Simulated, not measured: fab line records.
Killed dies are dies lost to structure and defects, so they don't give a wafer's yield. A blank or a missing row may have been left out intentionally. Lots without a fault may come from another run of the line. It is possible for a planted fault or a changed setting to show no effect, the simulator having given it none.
Matching of chambers ; flow n5 finfet ; N5_BEOL_M6_ETCH_62 on rie diel-01: 4 sister chambers
The step etches SOC in N2/H2, target depth 110 nm, overetch 22 nm, time 165 s. 8 wafers are shown with their chamber, then 9 later ones without.

EACH WAFER AND ITS CHAMBER
wafer;chamber;showerhead plenum p Torr (Torr);drypump motor current A (A)
L078.4;3;2.55;6.0
L081.3;2;2.60;5.1
L082.2;1;2.69;5.9
L082.3;0;2.59;5.5
L082.4;2;2.60;5.2
L083.1;1;2.69;5.9
L083.4;3;2.54;6.0
L083.6;0;2.59;5.5

WAFERS WITH NO CHAMBER GIVEN
wafer;showerhead plenum p Torr (Torr);drypump motor current A (A)
L084.3;2.59;5.4
L084.5;2.69;5.9
L084.6;2.59;5.5
L090.2;2.58;5.5
L090.3;2.68;5.9
L090.4;2.59;5.2
L094.2;2.58;5.5
L094.4;2.68;5.9
L094.5;2.58;5.2

WHICH CHAMBER EACH WENT THROUGH
wafer;from the rows above;in truth
L084.3;0;0
L084.5;1;1
L084.6;0;0
L090.2;0;0
L090.3;1;1
L090.4;2;2
L094.2;0;0
L094.4;1;1
L094.5;2;2
Correct placement for 9 of the 9. Not placeable from these rows: 0. Wrongly placed: 0.
How it was worked out, from the rows above alone: a wafer's distance from a chamber is the root of the sum, over the readings, of the square of ((its reading less the chamber's mean) divided by the reading's scatter). The wafer belongs to the nearest chamber; if the next one is less than 2 further off, it can't be placed. The mean given for a chamber averages the wafers shown for that chamber. The scatter: take each reading less its chamber's mean, square it, sum over the shown wafers, divide by the number of wafers less the number of chambers, and take the root.
